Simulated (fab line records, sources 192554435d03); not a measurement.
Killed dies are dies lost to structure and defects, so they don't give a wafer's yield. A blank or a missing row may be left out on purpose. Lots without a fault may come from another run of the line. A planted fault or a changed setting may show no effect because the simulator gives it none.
fab line records | flow n5_finfet
record lots=11 wafers=33 last_day=19
route steps=1938 shown STI_FIN_REVEAL@183 MIM_BOT@1833 MIM_TOP_ETCH@1853 MIM_BOT_LITHO@1863 PASSIVATION@1936
lots that met no fault: from a run of the same line without faults
start_h: hours from the record's first day to the start of the lot's first wafer shown | wait_h: hours since the lot's step before | " the same as in the row above | L1.1+2: a row that stands for several wafers | - no value, or no start given | * or withheld: withheld | < > ~ a bound
route shown NAME@n: a module of which the file shows steps, and the number in the route of the first | usual: mean/standard deviation of fault-free wafers | same: alike in all rows | chamber/n: place in a boat | sites: the reading at each site | _std_site: their standard deviation | _edge_site: outer sites' mean less inner sites' | radius_mm: how far each site lies from the wafer's centre | mask NAME#n: copy n | behind: the tool/chamber that last shaped the wafer | hold: why the lot was held/for how many hours/how that ended | device: the transistor (n, p or np) that didn't switch | end of line: the same wafers' tests at the end of the route | a step without rows: its recipe alone | killed: dies lost to structure and defects at the first sort, not the wafer's yield | map: a wafer's dies, x killed, . not, _ none there
set.NAME: the setting as run; set.NAME@STEP: as run at that earlier step | model.NAME: the simulator's own value behind a step, which no gauge read
steps of the route over a sample of lots; a table a step, a row a wafer
services: from which hour (start_h, from the record's first day; less than 0 if before it) a tool's chamber was out of use, for how many hours, and why
## steps
# step N5_STI_FIN_REVEAL_ALD_00
# recipe material=SiO2 target_thk_a=10 temp_c=300 ald_precursor_family=BDEAS ald_co_reactant=O2-plasma pulse_time_s=1 pressure_torr=2
# usual heater_power_w=495/48 precursor_pulse_height_rel=0.995/0.021
# columns lot.wafer tool chamber start_h wait_h heater_power_w precursor_pulse_height_rel since_wet_clean_h
L987.1 ald_sin-02 3 30.45 0.0 559 1.006 21
L987.2 " 0 " " 401 1.009 21
L987.3 " 1 " " 486 0.996 21
L988.1 ald_sin-02 1 34.21 0.0 485 1.037 25
L988.4 " 3 " " 554 1.002 25
L988.5 " 0 " " 400 0.978 -
L992.3 ald_sin-02 1 58.32 0.5 486 0.992 49
L992.4 " 2 " " 566 0.986 49
L992.6 " 3 " " 533 1.004 -
L101.1 ald_sin-01 2 111.93 0.0 452 1.005 208
L101.2 " 1 " " 505 0.997 208
L101.5 " 1 " " 529 0.984 -
L102.1 ald_sin-01 1 119.86 0.1 509 1.003 216
L102.2 " 3 " " 420 1.002 216
L102.5 " 2 " " 447 1.019 -
L104.3 ald_sin-04 1 131.76 0.5 502 1.005 33
L104.4 " 0 " " 454 0.998 33
L104.5 " 0 " " 470 0.972 -
L106.3 ald_sin-02 0 141.53 0.0 418 0.955 132
L106.5 " 3 " " 542 1.018 -
L106.6 " 2 " " 534 0.990 -
L107.1 ald_sin-04 0 149.21 0.3 455 0.992 50
L107.2 " 3 " " 537 1.004 50
L107.4 " 2 " " 464 0.976 50
L108.2 ald_sin-04 2 153.35 0.3 451 1.010 54
L108.5 " 2 " " 467 1.019 -
L108.6 " 1 " " 496 1.045 -
L109.1 ald_sin-02 0 159.59 0.3 402 0.999 150
L109.2 " 3 " " 555 0.991 150
L109.3 " 2 " " 545 1.003 150
L110.2 ald_sin-04 1 165.91 0.0 500 1.005 67
L110.4 " 2 " " 469 0.974 67
L110.6 " 2 " " 457 0.976 -
# step N5_MIM_BOT_SPUTTER_00
# recipe material=TiN target_thk_a=350 temp_c=200 power_w=3000 chamber_pressure_pa=0.49996 gas=Ar reactive_partial_pa=0.37997 time_s=89.7
# usual chamber_pressure_pa=0.4999/0.001 throttle_valve_pct=30.1/1.2
# columns lot.wafer tool chamber start_h wait_h chamber_pressure_pa throttle_valve_pct
L987.1 pvd_sputter-02 - 274.19 0.0 0.5004 29.2
L987.2 " - " " 0.4988 31.7
L987.3 " - " " 0.4987 29.4
L988.1 pvd_sputter-02 - 277.39 0.0 0.5000 29.2
L988.4 " - " " 0.4989 28.8
L988.5 " - " " 0.5004 31.3
L992.3 pvd_sputter-02 - 296.58 0.0 0.5001 28.7
L992.4 " - " " 0.4989 31.4
L992.6 " - " " 0.4991 31.5
L101.1 pvd_sputter-01 - 368.64 0.0 0.4995 31.0
L101.2 " - " " 0.4999 29.2
L101.5 " - " " 0.5005 30.0
L102.1 pvd_sputter-03 - 377.77 0.0 0.4990 30.6
L102.2 " - " " 0.5000 30.2
L102.5 " - " " 0.4993 30.8
L104.3 pvd_sputter-02 - 396.10 0.0 0.4998 31.7
L104.4 " - " " 0.4986 29.0
L104.5 " - " " 0.5018 29.3
L106.3 pvd_sputter-02 - 403.00 0.0 0.4993 29.0
L106.5 " - " " 0.4991 31.5
L106.6 " - " " 0.4996 28.9
L107.1 pvd_sputter-02 - 405.32 0.0 0.4986 31.9
L107.2 " - " " 0.4994 29.3
L107.4 " - " " 0.5005 29.2
L108.2 pvd_sputter-02 - 408.62 0.0 0.4996 28.9
L108.5 " - " " 0.4988 29.4
L108.6 " - " " 0.5004 31.5
L109.1 pvd_sputter-02 - 427.13 0.0 0.5000 29.3
L109.2 " - " " 0.5005 31.6
L109.3 " - " " 0.5003 29.1
L110.2 pvd_sputter-02 - 435.66 0.0 0.5000 29.0
L110.4 " - " " 0.5021 29.3
L110.6 " - " " 0.4994 29.0
# step N5_MIM_TOP_ETCH_PECVD_03
# recipe material=SiNx target_thk_a=200 temp_c=400 precursor=SiH4/NH3/N2 pressure_torr=1.5 rf_w=300 time_s=17.6
# usual heater_power_w=717/78 showerhead_plenum_p_Torr=5.15/0.051 throttle_valve_pct=41/3.5
# columns lot.wafer tool chamber start_h wait_h heater_power_w showerhead_plenum_p_Torr since_wet_clean_h throttle_valve_pct
L987.1 pecvd-03 0 275.81 - 697 5.16 980 38
L987.2 " 1 " " 713 5.19 1705 46
L987.3 " 2 " " 815 5.12 226 37
L988.1 pecvd-02 0 279.11 - 648 5.05 802 40
L988.4 " 2 " " 755 5.24 - 36
L988.5 " 0 " " 643 5.07 - 40
L992.3 pecvd-02 1 298.54 - 748 5.12 - 45
L992.4 " 2 " " 793 5.24 - 36
L992.6 " 1 " " 743 5.11 - 45
L101.1 pecvd-02 2 373.70 - 870 5.22 142 37
L101.2 " 0 " " 714 5.07 896 40
L101.5 " 2 " " 892 5.23 - 37
L102.1 pecvd-03 1 380.25 - 649 5.19 1809 46
L102.2 " 2 " " 839 5.10 330 38
L102.5 " 2 " " 853 5.11 - 38
L104.3 pecvd-02 0 398.57 - 662 5.06 921 41
L104.4 " 1 " " 718 5.12 - 45
L104.5 " 0 " " 658 5.06 - 40
L106.3 pecvd-03 2 405.27 - 779 5.12 355 38
L106.5 " 1 " " 714 5.18 - 46
L106.6 " 2 " " 782 5.11 - 38
L107.1 pecvd-02 0 408.73 - 635 5.08 931 40
L107.2 " 2 " " 805 5.23 177 37
L107.4 " 2 " " 806 5.23 - 37
L108.2 pecvd-03 1 410.57 - 642 5.19 1839 46
L108.5 " 2 " " 764 5.11 - 38
L108.6 " 1 " " 654 5.19 - 46
L109.1 pecvd-03 1 430.20 - 697 5.19 1859 46
L109.2 " 0 " " 703 5.16 1134 38
L109.3 " 2 " " 830 5.11 380 38
L110.2 pecvd-01 0 437.55 - 678 5.12 1504 38
L110.4 " 0 " " 674 5.13 - 38
L110.6 " 1 " " 724 5.14 - 39
# step N5_MIM_BOT_LITHO_OVL_MEAS_11
# recipe points_per_wafer=44
# usual MIM_BOT_OVL=5/7.1
# columns lot.wafer tool chamber start_h wait_h MIM_BOT_OVL[nm]
L987.1 overlay-02 0 276.83 0.0 6
L987.2 " 0 " " -4
L987.3 " 0 " " 8
L988.1 overlay-02 0 279.62 0.0 7
L988.4 " 0 " " 6
L988.5 " 0 " " 0
L992.3 overlay-02 0 298.93 0.0 1
L992.4 " 0 " " -10
L992.6 " 0 " " 5
L101.1 overlay-02 0 374.22 0.0 3
L101.2 " 0 " " -7
L101.5 " 0 " " 12
L102.1 overlay-02 0 380.63 0.0 13
L102.2 " 0 " " 19
L102.5 " 0 " " 3
L104.3 overlay-01 0 398.96 0.0 0
L104.4 " 0 " " 2
L104.5 " 0 " " 0
L106.3 overlay-02 0 405.66 0.0 7
L106.5 " 0 " " 18
L106.6 " 0 " " 6
L107.1 overlay-01 0 409.12 0.0 12
L107.2 " 0 " " 7
L107.4 " 0 " " 8
L108.2 overlay-01 0 410.96 0.0 -4
L108.5 " 0 " " -5
L108.6 " 0 " " 1
L109.1 overlay-01 0 430.71 0.0 16
L109.2 " 0 " " 0
L109.3 " 0 " " 8
L110.2 overlay-02 0 437.94 0.0 9
L110.4 " 0 " " 6
L110.6 " 0 " " 5
# step N5_PASSIVATION_PROBE_49
# usual defect_limited_yield=91.0/1.5 killed_at_M0_to_M3=37/12 killed_at_M4_up=13/5 killed_at_contacts=13/6.1 killed_at_front_end=39/11 killed_at_other=4/3.2 killed_dies=106/17 killed_on_rim=13/4.2 killed_open=69/12 killed_short=35/7.9 sort_bin_4_leakage=0.00/0.007 sort_bin_5_function=5.3/1 sort_bin_6_memory=3.3/0.68 sort_n_pass=1074/17 sort_yield_pct=91.0/1.5
# same gross_dies=1180 killed_at_back_side=0 sort_bin_8_speed[%]=0
# columns lot.wafer tool chamber start_h wait_h defect_limited_yield[%] killed_at_M0_to_M3 killed_at_M4_up killed_at_contacts killed_at_front_end killed_at_other killed_dies killed_on_rim killed_open killed_short sort_bin_4_leakage[%] sort_bin_5_function[%] sort_bin_6_memory[%] sort_n_pass sort_yield_pct[%]
L992.3 prober-01 - 307.47 0.1 85.5 40 9 7 108 7 171 27 57 26 0 9.3 3.9 1009 85.5
L992.4 prober-01 - 307.52 0.2 92.1 30 11 14 28 10 93 12 59 27 0 5.3 2.4 1087 92.1
L992.6 prober-01 - 307.62 0.3 90.6 35 21 9 33 13 111 14 72 38 0 5.5 3.6 1069 90.6
L102.1 prober-01 - 390.37 0.0 88.6 56 16 8 45 9 134 22 79 52 0 7.0 3.7 1046 88.6
# killed by level:class
L992.3 STI_FIN_REVEAL:unspecified=85 BEOL_M0_SAQP:geometric_particle:open=14 BEOL_M0_SAQP:geometric_particle:short=7 STI_FIN_REVEAL:geometric_particle:open=6 BEOL_M3:geometric_particle:open=6 MOL_CONTACT_COAG:geometric_particle:open=5 BEOL_M2:geometric_particle:open=4 DUMMY_GATE:geometric_particle:open=3
L992.4 BEOL_M0_SAQP:geometric_particle:short=13 MOL_CONTACT_COAG:geometric_particle:open=10 STI_FIN_REVEAL:geometric_particle:open=8 BEOL_M0_SAQP:geometric_particle:open=8 FIN_SAQP:geometric_particle:open=7 MOL_CONTACT_COAG:geometric_particle:short=4 MIM_BOT:geometric_particle:open=4 FIN_SAQP:geometric_particle:short=3
L992.6 BEOL_M0_SAQP:geometric_particle:open=15 STI_FIN_REVEAL:geometric_particle:open=10 BEOL_M0_SAQP:geometric_particle:short=7 MOL_CONTACT_COAG:geometric_particle:open=6 BEOL_M5:geometric_particle:open=6 BEOL_M4:geometric_particle:open=5 STI_FIN_REVEAL:geometric_particle:short=4 GATE_CUT:geometric_particle:short=4
L102.1 FIN_SAQP:geometric_particle:open=14 BEOL_M2:geometric_particle:open=14 BEOL_M0_SAQP:geometric_particle:short=13 FIN_SAQP:geometric_particle:short=9 BEOL_M0_SAQP:geometric_particle:open=9 BEOL_M3:geometric_particle:open=8 STI_FIN_REVEAL:geometric_particle:open=5 BEOL_M0:geometric_particle:short=5
## services
# columns tool chamber start_h hours kind
pecvd-02 - 16.50 0.8 repair
ald_sin-02 - 18.73 1.3 repair
ald_sin-04 1 20.30 13.3 repair
pvd_sputter-02 - 59.81 3.8 repair
pecvd-02 - 70.77 2.8 pm
ald_sin-04 1 82.27 4.2 repair
ald_sin-04 - 85.25 14.0 pm
pecvd-02 1 130.08 16.2 repair
ald_sin-02 - 166.41 0.8 pm
ald_sin-04 3 188.83 10.3 repair
ald_sin-02 1 223.34 16.5 repair
ald_sin-04 - 223.41 1.2 repair
ald_sin-02 2 228.06 3.2 repair
ald_sin-04 3 241.35 18.6 repair
pecvd-03 0 279.12 5.2 repair
pecvd-03 - 297.02 5.5 pm
ald_sin-02 0 306.09 15.4 repair
ald_sin-02 2 312.37 12.4 repair
ald_sin-04 3 314.91 4.3 repair
ald_sin-02 3 331.56 4.1 repair
pecvd-02 1 333.33 8.4 repair
ald_sin-02 - 373.75 14.0 pm
ald_sin-02 - 390.16 0.6 repair
pvd_sputter-02 - 437.07 3.6 repair
## key
first_sign step=N5_PASSIVATION_PROBE_49 reading=killed_at_front_end direction=up sigmas=6.3 usual=39 struck=108
effect step=N5_PASSIVATION_PROBE_49 reading=defect_limited_yield direction=down sigmas=3.8 usual=91.0 struck=85.5
more_kills_born_at N5_STI_FIN_REVEAL_ALD_00@ald_sin-02=85
met_at N5_STI_FIN_REVEAL_ALD_00
struck_lots L992
struck_wafers L992.3
not_acting_at N5_MIM_BOT_SPUTTER_00,N5_MIM_TOP_ETCH_PECVD_03,N5_MIM_BOT_LITHO_OVL_MEAS_11
onset_between 34.21 58.32
fault kind=chamber_particle_source tool=ald_sin-02 chamber=1 onset_h=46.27 steps=N5_STI_FIN_REVEAL_ALD_00 rate_per_visit_cm2=0.37587 end_h=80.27
